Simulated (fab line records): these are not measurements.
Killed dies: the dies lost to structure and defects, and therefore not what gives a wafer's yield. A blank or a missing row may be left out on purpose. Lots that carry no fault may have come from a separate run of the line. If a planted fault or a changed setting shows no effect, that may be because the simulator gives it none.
Chamber matching + flow n5_finfet + cmp-01 running N5_GATE_CUT_CMP_43: 4 sister chambers
The step polishes SiO2. 20 wafers are shown with their chamber, then 10 later ones without.

== WAFERS WITH THEIR CHAMBER ==
| wafer  | chamber | motor_current_A (A) |
|--------|---------|---------------------|
| L074.3 | 1       | 11.8                |
| L074.5 | 3       | 11.3                |
| L074.6 | 2       | 11.3                |
| L075.2 | 1       | 12.9                |
| L075.3 | 3       | 11.1                |
| L075.5 | 0       | 14.1                |
| L079.1 | 2       | 11.3                |
| L079.3 | 3       | 10.7                |
| L079.6 | 3       | 11.5                |
| L080.3 | 3       | 11.3                |
| L080.5 | 1       | 11.8                |
| L080.6 | 0       | 15.2                |
| L083.1 | 1       | 12.5                |
| L083.2 | 3       | 11.3                |
| L083.3 | 0       | 14.6                |
| L091.1 | 3       | 11.2                |
| L091.4 | 2       | 11.1                |
| L091.6 | 3       | 11.3                |
| L091.2 | 0       | 14.5                |
| L091.3 | 1       | 12.4                |

SIGNATURES, as means of the wafers listed above
| reading         | chamber 0 | chamber 1 | chamber 2 | chamber 3 | scatter within a chamber |
|-----------------|-----------|-----------|-----------|-----------|--------------------------|
| motor_current_A | 14.600    | 12.280    | 11.233    | 11.213    | 0.349                    |
Rule: distance of a wafer from a chamber = root of the sum over the readings of ((wafer's reading minus chamber's mean) / reading's scatter) squared. If the next closest chamber is less than 2 further off than the closest, the wafer can't be placed; otherwise it belongs to the closest. The scatter: the root of (the sum of the squares of (reading less its chamber's mean) over the shown wafers, divided by (wafers less chambers)).

== WAFERS WITH NO CHAMBER GIVEN ==
| wafer  | motor_current_A (A) |
|--------|---------------------|
| L091.5 | 10.7                |
| L092.2 | 14.0                |
| L092.3 | 12.6                |
| L092.6 | 11.2                |
| L096.1 | 12.2                |
| L096.3 | 11.2                |
| L096.4 | 14.5                |
| L097.1 | 11.3                |
| L097.3 | 14.8                |
| L097.6 | 11.4                |

== WHICH CHAMBER EACH ONE RAN IN ==
| wafer  | from the rows above     | in truth |
|--------|-------------------------|----------|
| L091.5 | can't be placed: 3 or 2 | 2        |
| L092.2 | 0                       | 0        |
| L092.3 | 1                       | 1        |
| L092.6 | can't be placed: 3 or 2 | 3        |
| L096.1 | 1                       | 1        |
| L096.3 | can't be placed: 3 or 2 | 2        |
| L096.4 | 0                       | 0        |
| L097.1 | can't be placed: 2 or 3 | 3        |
| L097.3 | 0                       | 0        |
| L097.6 | can't be placed: 2 or 3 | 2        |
5 of 10 placed correctly. Unplaceable from these rows: 5, with the true chamber sitting among the candidates in 5. Wrongly placed: 0.
